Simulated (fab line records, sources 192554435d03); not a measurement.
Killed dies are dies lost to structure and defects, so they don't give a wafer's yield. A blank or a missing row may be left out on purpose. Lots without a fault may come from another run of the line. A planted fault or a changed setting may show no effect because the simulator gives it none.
fab line records | flow n5_finfet
record lots=5 wafers=15 last_day=15
route steps=1938 shown HKMG_FIN@433 BEOL_M4@1111 PASSIVATION@1936
lots that met no fault: from a run of the same line without faults
start_h: hours from the record's first day to the start of the lot's first wafer shown | wait_h: hours since the lot's step before | " the same as in the row above | L1.1+2: a row that stands for several wafers | - no value, or no start given | * or withheld: withheld | < > ~ a bound
route shown NAME@n: a module of which the file shows steps, and the number in the route of the first | usual: mean/standard deviation of fault-free wafers | same: alike in all rows | chamber/n: place in a boat | sites: the reading at each site | _std_site: their standard deviation | _edge_site: outer sites' mean less inner sites' | radius_mm: how far each site lies from the wafer's centre | mask NAME#n: copy n | behind: the tool/chamber that last shaped the wafer | hold: why the lot was held/for how many hours/how that ended | device: the transistor (n, p or np) that didn't switch | end of line: the same wafers' tests at the end of the route | a step without rows: its recipe alone | killed: dies lost to structure and defects at the first sort, not the wafer's yield | map: a wafer's dies, x killed, . not, _ none there
set.NAME: the setting as run; set.NAME@STEP: as run at that earlier step | model.NAME: the simulator's own value behind a step, which no gauge read
lots at some steps of the route; a table a step, a row a wafer
services: from which hour (start_h, from the record's first day; less than 0 if before it) a tool's chamber was out of use, for how many hours, and why
## steps
# step N5_HKMG_FIN_DESCUM_17
# recipe chemistry=O2 time_s=7.9 source_power_w=50 bias_power_w=20 pressure_mtorr=20 rf_frequency_hz=2.712e+07 temp_c=40 resist=CAR-ArF o2_flow_sccm=225
# step N5_HKMG_FIN_ETCH_31
# recipe chemistry=CF4 target=SiARC target_depth_a=455 mask_material=CAR-ArF time_s=75.8 ion_energy_ev=80 pressure_mtorr=40 source_w=545 bias_w=36 Ar_flow_sccm=100 cf4_flow_sccm=100 ends=cleared
# step N5_HKMG_FIN_ETCH_32
# recipe chemistry=N2/H2 target=SOC target_depth_a=2400 temp_c=40 time_s=300 ion_energy_ev=200 mask_material=SiARC pressure_mtorr=30 source_w=840 bias_w=150 n2_flow_sccm=200 h2_flow_sccm=200
# step N5_HKMG_FIN_STRIP_33
# recipe chemistry=N2/H2 temp_c=40 n2_flow_sccm=200 h2_flow_sccm=200 rf_frequency_hz=6e+07
# step N5_HKMG_FIN_STRIP_34
# recipe chemistry=CF4 resist=SiARC power_w=300 bias_power_w=75 pressure_mtorr=50 cf4_flow_sccm=150 rf_frequency_hz=6e+07
# step N5_HKMG_FIN_ETCH_35
# recipe chemistry=N2/H2 target=SOC target_depth_a=2158 ion_energy_ev=65 bias_w=5 source_w=3000 time_s=243.4 pressure_mtorr=30 n2_flow_sccm=200 h2_flow_sccm=200
# step N5_HKMG_FIN_STRIP_92
# recipe chemistry=N2/H2 material=SOC time_s=20 power_w=500 temp_c=40 pressure_mtorr=50 rf_frequency_hz=6e+07 bias_power_w=8 h2_frac=0.5 n2_flow_sccm=300 h2_flow_sccm=300
# step N5_HKMG_FIN_WET_ETCH_18
# recipe chemistry=SC1 target=TiN mix=1:1:5 temp_c=* time_s=55 target_depth_nm=5.2 dry=ipa_marangoni rinse_time_s=30 rinse_temp_c=23
# step N5_HKMG_FIN_STRIP_19
# recipe chemistry=N2/H2 power_w=2500 temp_c=300 h2_frac=0.65 time_s=360 pressure_mtorr=withheld n2_flow_sccm=1750 h2_flow_sccm=3250
# step N5_HKMG_FIN_ALD_91
# recipe material=TiN target_thk_a=10 temp_c=400 ald_precursor_family=TiCl4 ald_co_reactant=NH3 pulse_time_s=1 purge_time_s=3 co_reactant_purge_time_s=2 co_reactant_pulse_time_s=2 ald_cycles=47 pressure_torr=3
# step N5_HKMG_FIN_COAT_85
# recipe resist=SOC temp_c=250 time_s=60 spin_rpm=1500 resist_thk_nm=300
# step N5_HKMG_FIN_ETCH_86
# recipe chemistry=N2/H2 target=SOC target_depth_a=3932 stop_on=TiN ion_energy_ev=100 bias_w=61 pressure_mtorr=30 source_w=850 n2_flow_sccm=200 h2_flow_sccm=200
# usual drypump_motor_current_A=5.6/0.38 oes_product_au=0.75/0.081 rf_fwd_power_W=843.7/2.8 rf_vpp_V=240.9/1.3 showerhead_plenum_p_Torr=2.55/0.084 throttle_valve_pct=17.98/0.22
# columns lot.wafer tool chamber start_h wait_h drypump_motor_current_A oes_product_au rf_fwd_power_W rf_hours_counter_h rf_vpp_V showerhead_plenum_p_Torr throttle_valve_pct model.SOC_of_HKMG_FIN_COAT_85.thk_nm model.TiN_of_HKMG_FIN_ALD_91.thk_nm
L262.1 rie_diel-06 0 106.57 - 6.0 0.67 840.7 245 242.3 2.59 17.90 20.2 1
L262.2 " 3 " " 6.0 0.70 844.2 216 241.4 2.52 18.34 20.8 1
L262.4 " 3 " " 6.0 0.70 840.2 - 240.6 2.52 18.35 20.8 1
L268.1 rie_diel-06 2 144.29 - 5.3 0.73 1048.2 196 223.8 2.42 18.03 8.4 0
L268.4 " 2 " " 5.4 0.74 1049.6 - 221.9 2.42 18.02 8.4 0
L268.5 " 0 " " 6.0 0.67 1046.6 - 224.0 2.58 17.94 8.4 0
L271.3 rie_diel-06 2 161.14 - 5.3 0.73 1045.5 204 221.6 2.41 18.05 8.6 0
L271.5 " 0 " " 5.9 0.66 1045.2 - 224.3 2.58 17.96 8.6 0
L271.6 " 3 " " 5.9 0.70 1047.7 - 222.0 2.51 18.39 8.6 0
L272.2 rie_diel-06 3 170.00 - 5.9 0.69 1044.7 246 223.7 2.50 18.40 8.6 0
L272.3 " 2 " " 5.3 0.72 1049.4 208 222.9 2.41 18.06 8.6 0
L272.5 " 0 " " 5.9 0.66 1047.5 - 225.0 2.58 17.96 8.6 0
L274.2 rie_diel-02 3 177.07 - 5.8 0.83 846.0 55 242.8 2.68 17.74 14 1
L274.5 " 3 " " 5.8 0.84 842.5 - 242.7 2.68 17.75 14 1
L274.6 " 2 " " 5.0 0.71 848.4 - 241.3 2.51 17.88 19.4 1
# step N5_HKMG_FIN_STRIP_89
# recipe chemistry=N2/H2 material=SOC time_s=20 power_w=500 temp_c=40 pressure_mtorr=50 rf_frequency_hz=6e+07 bias_power_w=8 h2_frac=0.5 n2_flow_sccm=300 h2_flow_sccm=300
# step N5_BEOL_M4_RC_MEAS_101
# usual DIBL_N=36.3/1.6 DIBL_P=36.2/2.1 IOFF_N=0.16/0.031 IOFF_P=0.21/0.034 ION_N=673/11 ION_P=461/7.4 SS_N=71.6/0.55 SS_P=73.3/0.66 VT_N=251/3.2 VT_P=-251/3.5
# columns lot.wafer tool chamber start_h wait_h DIBL_N[mV/V] DIBL_P[mV/V] IOFF_N[nA/um] IOFF_P[nA/um] ION_N[uA/um] ION_P[uA/um] SS_N[mV/dec] SS_P[mV/dec] VT_N[mV] VT_P[mV]
L262.1 prober-01 0 188.14 0.0 34.7 34.4 0.14 0.20 676 468 71.4 72.9 250 -250
L262.2 " 0 " " 35.0 34.9 0.14 0.22 662 466 71.8 73.0 252 -247
L262.4 " 0 " " 35.2 35.1 0.14 0.21 667 464 71.1 73.3 253 -247
L274.2 prober-02 0 253.97 0.2 38.2 35.8 0.18 0.23 675 459 72.0 73.5 252 -250
L274.5 " 0 " " 37.1 35.0 0.15 0.21 674 469 71.2 73.6 250 -252
L274.6 " 0 " " 35.9 32.7 0.13 0.17 658 452 71.4 72.9 255 -255
# step N5_PASSIVATION_PROBE_49
# usual defect_limited_yield=91.5/1.5 killed_at_M0_to_M3=32/9.4 killed_at_M4_up=12/5.1 killed_at_contacts=11/7.4 killed_at_front_end=41/11 killed_at_other=3.4/2.5 killed_dies=100/17 killed_on_rim=13/4.4 killed_open=65/14 killed_short=33/7 sort_bin_5_function=4.9/0.96 sort_bin_6_memory=3.1/0.7 sort_n_pass=1080/17 sort_yield_pct=91.5/1.5
# same gross_dies=1180 killed_at_back_side=0 sort_bin_4_leakage[%]=0 sort_bin_8_speed[%]=0
# columns lot.wafer tool chamber start_h wait_h defect_limited_yield[%] killed_at_M0_to_M3 killed_at_M4_up killed_at_contacts killed_at_front_end killed_at_other killed_dies killed_on_rim killed_open killed_short sort_bin_5_function[%] sort_bin_6_memory[%] sort_n_pass sort_yield_pct[%]
L268.1 prober-02 - 317.61 0.0 0 45 11 26 1098 0 1180 152 83 28 5.7 3.6 0 0
L268.4 prober-02 - 317.76 0.2 0 38 13 20 1107 2 1180 152 89 31 5.6 4.7 0 0
L268.5 prober-02 - 317.81 0.2 0 53 16 19 1086 6 1180 152 93 32 6.7 3.9 0 0
L271.3 prober-02 - 339.84 0.1 0 17 4 12 1147 0 1180 152 35 40 3.7 2.3 0 0
L271.5 prober-02 - 339.94 0.2 0 36 17 1 1124 2 1180 152 61 37 4.7 3.8 0 0
L271.6 prober-02 - 339.99 0.3 0 22 8 7 1143 0 1180 152 38 33 3.8 1.9 0 0
L272.2 prober-02 - 349.87 0.1 0 28 3 11 1134 4 1180 152 53 39 5.3 2.5 0 0
L272.3 prober-02 - 349.92 0.1 0 43 7 8 1121 1 1180 152 58 43 5.0 3.5 0 0
L272.5 prober-02 - 350.02 0.2 0 36 9 19 1114 2 1180 152 67 28 5.0 3.1 0 0
# killed by level:class
L268.1 HKMG_FIN:area_etch=1065 MOL_CONTACT_COAG:geometric_particle:open=19 BEOL_M1:geometric_particle:open=13 STI_FIN_REVEAL:geometric_particle:open=12 BEOL_M0_SAQP:geometric_particle:short=11 BEOL_M0_SAQP:geometric_particle:open=11 MOL_CONTACT_COAG:geometric_particle:short=7 FIN_SAQP:geometric_particle:open=6
L268.4 HKMG_FIN:area_etch=1057 STI_FIN_REVEAL:geometric_particle:open=16 MOL_CONTACT_COAG:geometric_particle:open=15 BEOL_M3:geometric_particle:open=10 FIN_SAQP:geometric_particle:open=9 BEOL_M2:geometric_particle:open=7 BEOL_M1:geometric_particle:open=7 STARTING-WAFER:geometric_particle:short=6
L268.5 HKMG_FIN:area_etch=1053 MOL_CONTACT_COAG:geometric_particle:open=16 BEOL_M3:geometric_particle:open=13 BEOL_M1:geometric_particle:open=10 BEOL_M0_SAQP:geometric_particle:open=8 FIN_SAQP:geometric_particle:open=7 STI_FIN_REVEAL:geometric_particle:open=7 ILD0:geometric_particle:open=6
L271.3 HKMG_FIN:area_etch=1104 MOL_CONTACT_COAG:geometric_particle:open=9 FIN_SAQP:geometric_particle:short=7 BEOL_M0_SAQP:geometric_particle:short=7 STARTING-WAFER:geometric_particle:short=6 STI_FIN_REVEAL:geometric_particle:open=5 SPACER0:geometric_particle:short=5 GATE_CUT:geometric_particle:short=5
L271.5 HKMG_FIN:area_etch=1079 FIN_SAQP:geometric_particle:short=11 BEOL_M4:geometric_particle:open=8 GATE_CUT:geometric_particle:short=8 BEOL_M0_SAQP:geometric_particle:short=8 BEOL_M1:geometric_particle:open=8 BEOL_M2:geometric_particle:open=7 BEOL_M3:geometric_particle:open=7
L271.6 HKMG_FIN:area_etch=1108 MOL_CONTACT_COAG:geometric_particle:open=7 FIN_SAQP:geometric_particle:open=6 BEOL_M0_SAQP:geometric_particle:short=6 FIN_SAQP:geometric_particle:short=5 DUMMY_GATE:geometric_particle:open=5 SPACER0:geometric_particle:short=5 STARTING-WAFER:geometric_particle:short=5
L272.2 HKMG_FIN:area_etch=1087 FIN_SAQP:geometric_particle:open=10 FIN_SAQP:geometric_particle:short=9 MOL_CONTACT_COAG:geometric_particle:open=9 DUMMY_GATE:geometric_particle:open=7 BEOL_M2:geometric_particle:open=5 BEOL_M2:geometric_particle:short=5 BEOL_M0_SAQP:geometric_particle:short=4
L272.3 HKMG_FIN:area_etch=1078 FIN_SAQP:geometric_particle:short=11 DUMMY_GATE:geometric_particle:open=10 FIN_SAQP:geometric_particle:open=9 BEOL_M1:geometric_particle:open=8 MOL_CONTACT_COAG:geometric_particle:open=6 BEOL_M2:geometric_particle:open=6 STARTING-WAFER:geometric_particle:short=6
L272.5 HKMG_FIN:area_etch=1084 MOL_CONTACT_COAG:geometric_particle:open=18 BEOL_M1:geometric_particle:open=13 DUMMY_GATE:geometric_particle:open=8 FIN_SAQP:geometric_particle:open=6 BEOL_M1:geometric_particle:short=6 BEOL_M2:geometric_particle:open=4 BEOL_M3:geometric_particle:open=4
# map L268.1 (x killed, . not)
_________________xxxxxxxxxxxx________________
______________xxxxxxxxxxxxxxxxxx_____________
___________xxxxxxxxxxxxxxxxxxxxxxxx__________
__________xxxxxxxxxxxxxxxxxxxxxxxxxx_________
________xxxxxxxxxxxxxxxxxxxxxxxxxxxxxx_______
_______xxxxxxxxxxxxxxxxxxxxxxxxxxxxxxxx______
______xxxxxxxxxxxxxxxxxxxxxxxxxxxxxxxxxx_____
_____xxxxxxxxxxxxxxxxxxxxxxxxxxxxxxxxxxxx____
____xxxxxxxxxxxxxxxxxxxxxxxxxxxxxxxxxxxxxx___
___xxxxxxxxxxxxxxxxxxxxxxxxxxxxxxxxxxxxxxxx__
___xxxxxxxxxxxxxxxxxxxxxxxxxxxxxxxxxxxxxxxx__
__xxxxxxxxxxxxxxxxxxxxxxxxxxxxxxxxxxxxxxxxxx_
__xxxxxxxxxxxxxxxxxxxxxxxxxxxxxxxxxxxxxxxxxx_
_xxxxxxxxxxxxxxxxxxxxxxxxxxxxxxxxxxxxxxxxxxxx
_xxxxxxxxxxxxxxxxxxxxxxxxxxxxxxxxxxxxxxxxxxxx
_xxxxxxxxxxxxxxxxxxxxxxxxxxxxxxxxxxxxxxxxxxxx
_xxxxxxxxxxxxxxxxxxxxxxxxxxxxxxxxxxxxxxxxxxxx
_xxxxxxxxxxxxxxxxxxxxxxxxxxxxxxxxxxxxxxxxxxxx
_xxxxxxxxxxxxxxxxxxxxxxxxxxxxxxxxxxxxxxxxxxxx
_xxxxxxxxxxxxxxxxxxxxxxxxxxxxxxxxxxxxxxxxxxxx
_xxxxxxxxxxxxxxxxxxxxxxxxxxxxxxxxxxxxxxxxxxxx
__xxxxxxxxxxxxxxxxxxxxxxxxxxxxxxxxxxxxxxxxxx_
__xxxxxxxxxxxxxxxxxxxxxxxxxxxxxxxxxxxxxxxxxx_
___xxxxxxxxxxxxxxxxxxxxxxxxxxxxxxxxxxxxxxxx__
___xxxxxxxxxxxxxxxxxxxxxxxxxxxxxxxxxxxxxxxx__
____xxxxxxxxxxxxxxxxxxxxxxxxxxxxxxxxxxxxxx___
_____xxxxxxxxxxxxxxxxxxxxxxxxxxxxxxxxxxxx____
______xxxxxxxxxxxxxxxxxxxxxxxxxxxxxxxxxx_____
_______xxxxxxxxxxxxxxxxxxxxxxxxxxxxxxxx______
________xxxxxxxxxxxxxxxxxxxxxxxxxxxxxx_______
__________xxxxxxxxxxxxxxxxxxxxxxxxxx_________
___________xxxxxxxxxxxxxxxxxxxxxxxx__________
______________xxxxxxxxxxxxxxxxxx_____________
_________________xxxxxxxxxxxx________________
# map L271.3 (x killed, . not)
_________________xxxxxxxxxxxx________________
______________xxxxxxxxxxxxxxxxxx_____________
___________xxxxxxxxxxxxxxxxxxxxxxxx__________
__________xxxxxxxxxxxxxxxxxxxxxxxxxx_________
________xxxxxxxxxxxxxxxxxxxxxxxxxxxxxx_______
_______xxxxxxxxxxxxxxxxxxxxxxxxxxxxxxxx______
______xxxxxxxxxxxxxxxxxxxxxxxxxxxxxxxxxx_____
_____xxxxxxxxxxxxxxxxxxxxxxxxxxxxxxxxxxxx____
____xxxxxxxxxxxxxxxxxxxxxxxxxxxxxxxxxxxxxx___
___xxxxxxxxxxxxxxxxxxxxxxxxxxxxxxxxxxxxxxxx__
___xxxxxxxxxxxxxxxxxxxxxxxxxxxxxxxxxxxxxxxx__
__xxxxxxxxxxxxxxxxxxxxxxxxxxxxxxxxxxxxxxxxxx_
__xxxxxxxxxxxxxxxxxxxxxxxxxxxxxxxxxxxxxxxxxx_
_xxxxxxxxxxxxxxxxxxxxxxxxxxxxxxxxxxxxxxxxxxxx
_xxxxxxxxxxxxxxxxxxxxxxxxxxxxxxxxxxxxxxxxxxxx
_xxxxxxxxxxxxxxxxxxxxxxxxxxxxxxxxxxxxxxxxxxxx
_xxxxxxxxxxxxxxxxxxxxxxxxxxxxxxxxxxxxxxxxxxxx
_xxxxxxxxxxxxxxxxxxxxxxxxxxxxxxxxxxxxxxxxxxxx
_xxxxxxxxxxxxxxxxxxxxxxxxxxxxxxxxxxxxxxxxxxxx
_xxxxxxxxxxxxxxxxxxxxxxxxxxxxxxxxxxxxxxxxxxxx
_xxxxxxxxxxxxxxxxxxxxxxxxxxxxxxxxxxxxxxxxxxxx
__xxxxxxxxxxxxxxxxxxxxxxxxxxxxxxxxxxxxxxxxxx_
__xxxxxxxxxxxxxxxxxxxxxxxxxxxxxxxxxxxxxxxxxx_
___xxxxxxxxxxxxxxxxxxxxxxxxxxxxxxxxxxxxxxxx__
___xxxxxxxxxxxxxxxxxxxxxxxxxxxxxxxxxxxxxxxx__
____xxxxxxxxxxxxxxxxxxxxxxxxxxxxxxxxxxxxxx___
_____xxxxxxxxxxxxxxxxxxxxxxxxxxxxxxxxxxxx____
______xxxxxxxxxxxxxxxxxxxxxxxxxxxxxxxxxx_____
_______xxxxxxxxxxxxxxxxxxxxxxxxxxxxxxxx______
________xxxxxxxxxxxxxxxxxxxxxxxxxxxxxx_______
__________xxxxxxxxxxxxxxxxxxxxxxxxxx_________
___________xxxxxxxxxxxxxxxxxxxxxxxx__________
______________xxxxxxxxxxxxxxxxxx_____________
_________________xxxxxxxxxxxx________________
## services
# columns tool chamber start_h hours kind
rie_diel-06 2 87.77 25.7 repair
rie_diel-06 1 88.98 2.9 repair
rie_diel-02 3 89.46 1.7 repair
rie_diel-06 1 102.88 93.9 repair
rie_diel-02 1 162.23 15.8 repair
## key
first_sign step=N5_HKMG_FIN_ETCH_86 reading=rf_fwd_power_W direction=up sigmas=73 usual=* struck=*
effect step=N5_HKMG_FIN_ETCH_86 reading=rf_vpp_V direction=down sigmas=14 usual=240.9 struck=223.2
effect step=N5_PASSIVATION_PROBE_49 reading=killed_at_front_end direction=up sigmas=99+ usual=41 struck=1119
model_effect step=N5_HKMG_FIN_ETCH_86 value=SOC_of_HKMG_FIN_COAT_85.thk_nm without=20.98 struck=8.533
more_kills_born_at N5_HKMG_FIN_ETCH_86@rie_diel-06=9715
met_at N5_HKMG_FIN_ETCH_86
struck_wafers L268.1,L268.4,L268.5,L271.3,L271.5,L271.6,L272.2,L272.3,L272.5
later_rows_left_out L268.1,L268.4,L268.5,L271.3,L271.5,L271.6,L272.2,L272.3,L272.5
onset_between 106.57 144.29
fault kind=process_parameter_drift tool=rie_diel-06 chamber=- onset_h=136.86 steps=N5_HKMG_FIN_ETCH_86 channel=source_w offset=204 shape=step end_h=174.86 acts_in=these_recipes_only stated=850
# later_rows_left_out: the simulator's readings of these wafers behind a module that went badly wrong aren't trusted and aren't shown, but for the sort
